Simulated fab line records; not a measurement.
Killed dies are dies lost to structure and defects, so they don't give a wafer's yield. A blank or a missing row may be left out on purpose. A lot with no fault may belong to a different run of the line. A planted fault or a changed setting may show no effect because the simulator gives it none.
Lot-split experiment || flow n5 finfet || 21 wafers read across 7 lots, on a route 1938 steps long

== SPLIT DETAILS ==
At N5_BEOL_M4_COAT_67 (time 60 s, resist thk 60 nm), the setting spin rpm was moved away from the recipe's 1500 rpm on 5 of the 21 wafers read, by -7.3% to +4.7%. The other wafers ran this setting at the recipe's value.

The reading comes from the split's own step.

== THE READING ==
SOC_of_BEOL_M4_COAT_67.thk nm (the simulator's own value, which no gauge read), in nm, at N5_BEOL_M4_COAT_67 (time 60 s, resist thk 60 nm). The file does not state a usual value for it. The 16 wafers here that ran the recipe average 59.9 nm, standard deviation 0.16 nm.

{"wafer": "L075.1", "tool, chamber at the split": "litho track-03, 0", "spin rpm as run, rpm": 1500, "against the recipe": "recipe", "SOC_of_BEOL_M4_COAT_67.thk nm, nm": 59.8, "against lot-mates on the recipe": "-"}
{"wafer": "L075.3", "tool, chamber at the split": "litho track-03, 0", "spin rpm as run, rpm": 1500, "against the recipe": "recipe", "SOC_of_BEOL_M4_COAT_67.thk nm, nm": 59.8, "against lot-mates on the recipe": "-"}
{"wafer": "L075.4", "tool, chamber at the split": "litho track-03, 0", "spin rpm as run, rpm": 1417, "against the recipe": "-5.5%", "SOC_of_BEOL_M4_COAT_67.thk nm, nm": 61.6, "against lot-mates on the recipe": "+1.8"}
{"wafer": "L080.2", "tool, chamber at the split": "litho track-03, 0", "spin rpm as run, rpm": 1500, "against the recipe": "recipe", "SOC_of_BEOL_M4_COAT_67.thk nm, nm": 59.6, "against lot-mates on the recipe": "-"}
{"wafer": "L080.4", "tool, chamber at the split": "litho track-03, 0", "spin rpm as run, rpm": 1500, "against the recipe": "recipe", "SOC_of_BEOL_M4_COAT_67.thk nm, nm": 59.6, "against lot-mates on the recipe": "-"}
{"wafer": "L080.6", "tool, chamber at the split": "litho track-03, 0", "spin rpm as run, rpm": 1500, "against the recipe": "recipe", "SOC_of_BEOL_M4_COAT_67.thk nm, nm": 59.8, "against lot-mates on the recipe": "-"}
{"wafer": "L088.1", "tool, chamber at the split": "litho track-03, 0", "spin rpm as run, rpm": 1500, "against the recipe": "recipe", "SOC_of_BEOL_M4_COAT_67.thk nm, nm": 60, "against lot-mates on the recipe": "-"}
{"wafer": "L088.3", "tool, chamber at the split": "litho track-03, 0", "spin rpm as run, rpm": 1500, "against the recipe": "recipe", "SOC_of_BEOL_M4_COAT_67.thk nm, nm": 60, "against lot-mates on the recipe": "-"}
{"wafer": "L088.4", "tool, chamber at the split": "litho track-03, 0", "spin rpm as run, rpm": 1500, "against the recipe": "recipe", "SOC_of_BEOL_M4_COAT_67.thk nm, nm": 60, "against lot-mates on the recipe": "-"}
{"wafer": "L090.3", "tool, chamber at the split": "litho track-03, 0", "spin rpm as run, rpm": 1500, "against the recipe": "recipe", "SOC_of_BEOL_M4_COAT_67.thk nm, nm": 60.2, "against lot-mates on the recipe": "-"}
{"wafer": "L090.4", "tool, chamber at the split": "litho track-03, 0", "spin rpm as run, rpm": 1455, "against the recipe": "-3.0%", "SOC_of_BEOL_M4_COAT_67.thk nm, nm": 61.2, "against lot-mates on the recipe": "+1.1"}
{"wafer": "L090.6", "tool, chamber at the split": "litho track-03, 0", "spin rpm as run, rpm": 1500, "against the recipe": "recipe", "SOC_of_BEOL_M4_COAT_67.thk nm, nm": 60, "against lot-mates on the recipe": "-"}
{"wafer": "L091.3", "tool, chamber at the split": "litho track-05, 0", "spin rpm as run, rpm": 1500, "against the recipe": "recipe", "SOC_of_BEOL_M4_COAT_67.thk nm, nm": 60, "against lot-mates on the recipe": "-"}
{"wafer": "L091.6", "tool, chamber at the split": "litho track-05, 0", "spin rpm as run, rpm": 1500, "against the recipe": "recipe", "SOC_of_BEOL_M4_COAT_67.thk nm, nm": 60, "against lot-mates on the recipe": "-"}
{"wafer": "L091.5", "tool, chamber at the split": "litho track-05, 0", "spin rpm as run, rpm": 1500, "against the recipe": "recipe", "SOC_of_BEOL_M4_COAT_67.thk nm, nm": 59.8, "against lot-mates on the recipe": "-"}
{"wafer": "L093.2", "tool, chamber at the split": "litho track-03, 0", "spin rpm as run, rpm": 1570, "against the recipe": "+4.7%", "SOC_of_BEOL_M4_COAT_67.thk nm, nm": 58.8, "against lot-mates on the recipe": -1.2}
{"wafer": "L093.3", "tool, chamber at the split": "litho track-03, 0", "spin rpm as run, rpm": 1500, "against the recipe": "recipe", "SOC_of_BEOL_M4_COAT_67.thk nm, nm": 60, "against lot-mates on the recipe": "-"}
{"wafer": "L093.6", "tool, chamber at the split": "litho track-03, 0", "spin rpm as run, rpm": 1500, "against the recipe": "recipe", "SOC_of_BEOL_M4_COAT_67.thk nm, nm": 60, "against lot-mates on the recipe": "-"}
{"wafer": "L095.2", "tool, chamber at the split": "litho track-02, 0", "spin rpm as run, rpm": 1500, "against the recipe": "recipe", "SOC_of_BEOL_M4_COAT_67.thk nm, nm": 59.8, "against lot-mates on the recipe": "-"}
{"wafer": "L095.3", "tool, chamber at the split": "litho track-02, 0", "spin rpm as run, rpm": 1390, "against the recipe": "-7.3%", "SOC_of_BEOL_M4_COAT_67.thk nm, nm": 62, "against lot-mates on the recipe": "+2.2"}
{"wafer": "L095.5", "tool, chamber at the split": "litho track-02, 0", "spin rpm as run, rpm": 1390, "against the recipe": "-7.3%", "SOC_of_BEOL_M4_COAT_67.thk nm, nm": 62, "against lot-mates on the recipe": "+2.2"}

THE FIT
A straight line over all 21 wafers: SOC_of_BEOL_M4_COAT_67.thk nm changes by -0.287 nm for each +1% of spin rpm; r = -0.98; the points scatter about the line by 0.18 nm.
The same after taking each lot's own level away (the mean of its wafers on the recipe; 21 wafers): -0.3 nm for each +1%; r = -0.99; scatter 0.091 nm.
The reading moves by 2.2 nm for the largest change in spin rpm, on that fit.
The lots' own levels span 59.67 to 60.10 nm, that is 2.7 times the standard deviation above.
So the lot-to-lot level changes the slope little: the two slopes agree.
Check: for one of the wafers moved furthest among these (-7.3%), held out of the fit, the line's prediction against its lot-mates is +2.24 nm. It came out at +2.2 nm against them.

== THE OTHER SPLITS THESE WAFERS WENT THROUGH ==
These wafers also went through other splits before the reading. Each is held against what the fit with the lots' levels taken away leaves over:
{"other split on the same wafers": "N5_BEOL_M0_SAQP_EXPOSE_37 dose mj", "wafers away from the commonest value": 8, "r with SOC_of_BEOL_M4_COAT_67.thk nm (lot level and that fit taken away)": "+0.30"}
{"other split on the same wafers": "N5_BEOL_M1_COAT_05 spin rpm", "wafers away from the commonest value": 6, "r with SOC_of_BEOL_M4_COAT_67.thk nm (lot level and that fit taken away)": "+0.06"}
{"other split on the same wafers": "N5_BEOL_M3_COAT_05 spin rpm", "wafers away from the commonest value": 4, "r with SOC_of_BEOL_M4_COAT_67.thk nm (lot level and that fit taken away)": "+0.11"}
{"other split on the same wafers": "N5_BEOL_M4_COAT_73 spin rpm", "wafers away from the commonest value": 7, "r with SOC_of_BEOL_M4_COAT_67.thk nm (lot level and that fit taken away)": -0.05}
{"other split on the same wafers": "N5_BEOL_M4_COAT_05 spin rpm", "wafers away from the commonest value": 8, "r with SOC_of_BEOL_M4_COAT_67.thk nm (lot level and that fit taken away)": "+0.02"}

== FILE'S OWN FIT ==
SOC_of_BEOL_M4_COAT_67.thk nm changes by -0.304 nm for each +1% of spin rpm, r = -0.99.
